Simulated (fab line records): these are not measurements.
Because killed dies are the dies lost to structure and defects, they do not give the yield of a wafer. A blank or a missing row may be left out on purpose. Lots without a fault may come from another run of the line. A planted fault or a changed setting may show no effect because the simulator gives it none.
Matching of chambers | flow n5_finfet | ald_hk-02 running N5_HKMG_FIN_ALD_75: 4 sister chambers
The step deposits Al2O3, target thk 1 nm, co reactant pulse time 1 s. 16 wafers are shown with their chamber, then 8 later ones without.

EACH WAFER AND ITS CHAMBER
wafer  | chamber | heater_power_w (W) | precursor_pulse_height_rel
L085.1 | 3       | 180                | 0.987
L085.3 | 1       | 167                | 0.992
L085.5 | 3       | 179                | 0.995
L086.1 | 1       | 165                | 0.999
L086.3 | 2       | 156                | 1.006
L086.5 | 2       | 148                | 1.001
L087.2 | 1       | 171                | 0.978
L087.5 | 1       | 168                | 0.995
L087.6 | 2       | 155                | 1.014
L092.1 | 1       | 169                | 1.012
L092.3 | 0       | 162                | 1.011
L092.4 | 2       | 153                | 0.988
L093.2 | 1       | 171                | 1.011
L093.4 | 3       | 180                | 1.007
L093.5 | 1       | 163                | 1.016
L094.2 | 1       | 171                | 0.991

SIGNATURES, as means of the wafers listed above
reading                    | chamber 0 | chamber 1 | chamber 2 | chamber 3 | scatter within a chamber
heater_power_w             | 162.00    | 168.12    | 153.00    | 179.67    | 2.91
precursor_pulse_height_rel | 1.01100   | 0.99925   | 1.00225   | 0.99633   | 0.012
Rule: a wafer's distance from a chamber is the root of the sum, over the readings, of the square of ((its reading less the chamber's mean) divided by the reading's scatter). The wafer belongs to the nearest chamber; if the next one is less than 2 further off, it can't be placed. The scatter: the root of (the sum of the squares of (reading less its chamber's mean) over the shown wafers, divided by (wafers less chambers)).

WAFERS WITHOUT THEIR CHAMBER
wafer  | heater_power_w (W) | precursor_pulse_height_rel
L094.4 | 152                | 1.023
L094.6 | 147                | 0.991
L095.3 | 171                | 0.992
L095.4 | 160                | 0.990
L095.6 | 163                | 1.025
L096.1 | 177                | 1.013
L096.5 | 167                | 1.006
L096.6 | 159                | 1.011

WHICH CHAMBER EACH ONE RAN IN
wafer  | from the rows above          | in truth
L094.4 | can't be placed: 2 or 0      | 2
L094.6 | 2                            | 2
L095.3 | can't be placed: 1 or 3      | 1
L095.4 | can't be placed: 0 or 2 or 1 | 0
L095.6 | can't be placed: 0 or 1      | 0
L096.1 | can't be placed: 3 or 1      | 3
L096.5 | can't be placed: 1 or 0      | 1
L096.6 | can't be placed: 0 or 2      | 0
Correct placement for 1 of the 8. These rows do not allow placing 7 (true chamber among the candidates in 7). 0 placed wrongly.
